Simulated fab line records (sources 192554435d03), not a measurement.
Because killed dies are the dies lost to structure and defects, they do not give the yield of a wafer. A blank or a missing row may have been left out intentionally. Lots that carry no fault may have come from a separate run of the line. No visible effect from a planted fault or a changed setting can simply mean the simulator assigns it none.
Which tool did it? -- flow n5_finfet -- 13 lots, 33 wafers sampled, at 4 steps of a route of 1938

WHAT THE GAUGES READ, wafer by wafer
N5_BEOL_M15_CD_MEAS_28: target cd 407.6 nm.
lot,measured,on,cd_nm (nm)
L190,day 12 06:40,cd_sem-02,412.5 408.9 411.1
L191,day 12 07:29,cd_sem-01,407.7 413.2
L194,day 14 03:28,cd_sem-02,- - -
L193,day 14 05:32,cd_sem-02,- - -
L202,day 16 01:41,cd_sem-01,406.1 405.1
L204,day 16 12:13,cd_sem-01,411.5 412.5
L203,day 16 18:54,cd_sem-03,407.9 412.6
L209,day 17 16:06,cd_sem-03,404.9 406.6
L206,day 17 23:10,cd_sem-01,409.2 408.4 409.1
L210,day 18 02:22,cd_sem-02,412.8 404.2 409.3
L211,day 18 12:37,cd_sem-01,405.2 407.5 407.7
L212,day 19 04:08,cd_sem-01,411.0 409.4 410.2
L213,day 19 04:28,cd_sem-02,407.7 407.7

WHICH TOOL RAN EACH LOT (tool, then ch and the chambers of the sampled wafers, then the start)
lot,N5_BEOL_M15_ILD_DEP_00,N5_BEOL_M15_STRIP_64,N5_BEOL_M15_EXPOSE_25
L190,"pecvd-02 ch 1,2, day 12 04:24","rie_diel-06 ch 0,1,2, day 12 06:30 or earlier","krf_scanner-02 ch 0, day 12 06:30"
L191,"pecvd-01 ch 0,2, day 12 05:04","rie_diel-01 ch 0,3, day 12 07:20 or earlier","krf_scanner-01 ch 0, day 12 07:20"
L194,"pecvd-02 ch 1,2, day 14 01:25","rie_diel-01 ch 2,3, day 14 03:18 or earlier","krf_scanner-01, day 14 03:18"
L193,"pecvd-03 ch 0,2, day 14 03:12","rie_diel-05 ch 1,2,3, day 14 05:22 or earlier","krf_scanner-01, day 14 05:22"
L202,"pecvd-02 ch 0,1, day 15 23:11","rie_diel-05 ch 0,3, day 16 01:32 or earlier","krf_scanner-01 ch 0, day 16 01:32"
L204,"pecvd-03 ch 0,2, day 16 09:55","rie_diel-01 ch 1,3, day 16 12:02 or earlier","krf_scanner-01 ch 0, day 16 12:02"
L203,"pecvd-01 ch 0,1, day 16 16:44","rie_diel-01 ch 0,3, day 16 18:43 or earlier","krf_scanner-01 ch 0, day 16 18:43"
L209,"pecvd-03 ch 0,2, day 17 13:58","rie_diel-06 ch 2,3, day 17 15:56 or earlier","krf_scanner-01 ch 0, day 17 15:56"
L206,"pecvd-02 ch 0,1,2, day 17 20:52","rie_diel-06 ch 0,1,2, day 17 22:59 or earlier","krf_scanner-01 ch 0, day 17 22:59"
L210,"pecvd-02 ch 0,1,2, day 18 00:14","rie_diel-05 ch 2,3, day 18 02:12 or earlier","krf_scanner-02 ch 0, day 18 02:12"
L211,"pecvd-03 ch 0,2, day 18 10:09","rie_diel-01 ch 2,3, day 18 12:27 or earlier","krf_scanner-01 ch 0, day 18 12:27"
L212,"pecvd-01 ch 1,2, day 19 01:56","rie_diel-06 ch 0,1, day 19 03:58 or earlier","krf_scanner-01 ch 0, day 19 03:58"
L213,"pecvd-02 ch 0,1, day 19 02:11","rie_diel-05 ch 0,2, day 19 04:18 or earlier","krf_scanner-01 ch 0, day 19 04:18"
- N5_BEOL_M15_ILD_DEP_00: deposits SiO2 from TEOS/O2, target thk 1629.3 nm, time 346.1 s.
- N5_BEOL_M15_STRIP_64: strips in O2.
- N5_BEOL_M15_EXPOSE_25: exposes mask M15, target cd 400 nm.

WHAT THE TOOLS THEMSELVES READ (means of the sampled wafers that have a number; where no wafer has one, the mark that the record gives instead)
N5_BEOL_M15_ILD_DEP_00.
lot,tool,heater_power_w (W),showerhead_plenum_p_Torr (Torr),throttle_valve_pct (%)
L190,pecvd-02,510,8.367,19.3
L191,pecvd-01,635,8.371,19.1
L194,pecvd-02,514,8.355,19.3
L193,pecvd-03,433,8.388,18.8
L202,pecvd-02,517,8.350,19.2
L204,pecvd-03,452,8.379,18.8
L203,pecvd-01,672,8.366,20.1
L209,pecvd-03,548,8.384,18.9
L206,pecvd-02,572,8.375,19.1
L210,pecvd-02,488,8.361,18.9
L211,pecvd-03,505,8.378,18.6
L212,pecvd-01,692,8.351,19.0
L213,pecvd-02,477,8.383,19.4

N5_BEOL_M15_STRIP_64.
lot,tool,drypump_motor_current_A (A),oes_product_au (a.u.),rf_vpp_V (V),showerhead_plenum_p_Torr (Torr),throttle_valve_pct (%)
L190,rie_diel-06,6.06,0.73,3.4,2.05,16.66
L191,rie_diel-01,5.76,0.82,3.3,2.08,16.23
L194,rie_diel-01,5.80,0.80,3.6,2.11,16.42
L193,rie_diel-05,5.55,0.81,3.5,2.03,16.72
L202,rie_diel-05,5.79,0.73,3.2,2.04,16.62
L204,rie_diel-01,5.99,0.80,3.5,2.09,16.40
L203,rie_diel-01,5.75,0.79,4.1,2.06,16.30
L209,rie_diel-06,5.73,0.74,3.5,2.09,16.79
L206,rie_diel-06,6.06,0.78,3.7,2.12,16.57
L210,rie_diel-05,5.68,0.86,3.6,2.05,16.67
L211,rie_diel-01,5.73,0.85,3.9,2.12,16.45
L212,rie_diel-06,6.01,0.76,3.5,2.16,16.48
L213,rie_diel-05,5.71,0.93,3.3,2.06,16.71

N5_BEOL_M15_EXPOSE_25.
lot,tool,exposure_dose_mJ_cm2,focus_offset_nm (nm),stage_vel_mm_s (mm/s)
L190,krf_scanner-02,35.45,-0.2,499.85
L191,krf_scanner-01,35.47,-0.7,499.75
L194,krf_scanner-01,-,-,-
L193,krf_scanner-01,-,-,-
L202,krf_scanner-01,35.53,0.3,499.88
L204,krf_scanner-01,35.50,-0.1,499.91
L203,krf_scanner-01,35.48,-0.3,499.86
L209,krf_scanner-01,35.48,-0.1,499.90
L206,krf_scanner-01,35.51,-0.1,500.10
L210,krf_scanner-02,35.43,-0.0,499.74
L211,krf_scanner-01,35.50,-0.1,500.04
L212,krf_scanner-01,35.48,0.1,499.88
L213,krf_scanner-01,35.48,-0.2,499.33

THE ANSWER, worked out from the rows above alone
Rule: usual is defined by the lots themselves. The widest of any qualifying gaps counts: lots, ordered by their means at a reading, are off when they make up no more than a third of the lots, leave a main group of 4 or more, and stand apart from it by 3 or more times the standard deviation of that group's means. The tables above print the reading to a certain number of digits; a main group whose means all agree to those digits is not used. A lot without any number at a reading at which 4 lots or more have one is off too. The other lots that the step has rows for count as sound. First the gauges in route order, then the tools' own readings, where a lot's mean is used as printed above. The first step at which some lot is off is used, and at that step the reading that is off furthest; a lot without a number counts as furthest.
Off: L194, L193 (N5_BEOL_M15_CD_MEAS_28, cd_nm). Without a number there: L194, L193. Mean 408.8 nm and standard deviation 2 in the main group.
If a tool, at a process step before that reading, ran all the lots that are off and no sound lot after the first of them, it fits. Not tried: the gauges at N5_BEOL_M15_CD_MEAS_28; whatever is off there is also off at N5_BEOL_M15_EXPOSE_25, on other tools, and gauge error can't account for it. Because N5_BEOL_M15_STRIP_64 lacks a start for some lots, the hours and order of its lots are taken from N5_BEOL_M15_EXPOSE_25. None of those tried fits.

WHAT THE SIMULATOR PUT IN
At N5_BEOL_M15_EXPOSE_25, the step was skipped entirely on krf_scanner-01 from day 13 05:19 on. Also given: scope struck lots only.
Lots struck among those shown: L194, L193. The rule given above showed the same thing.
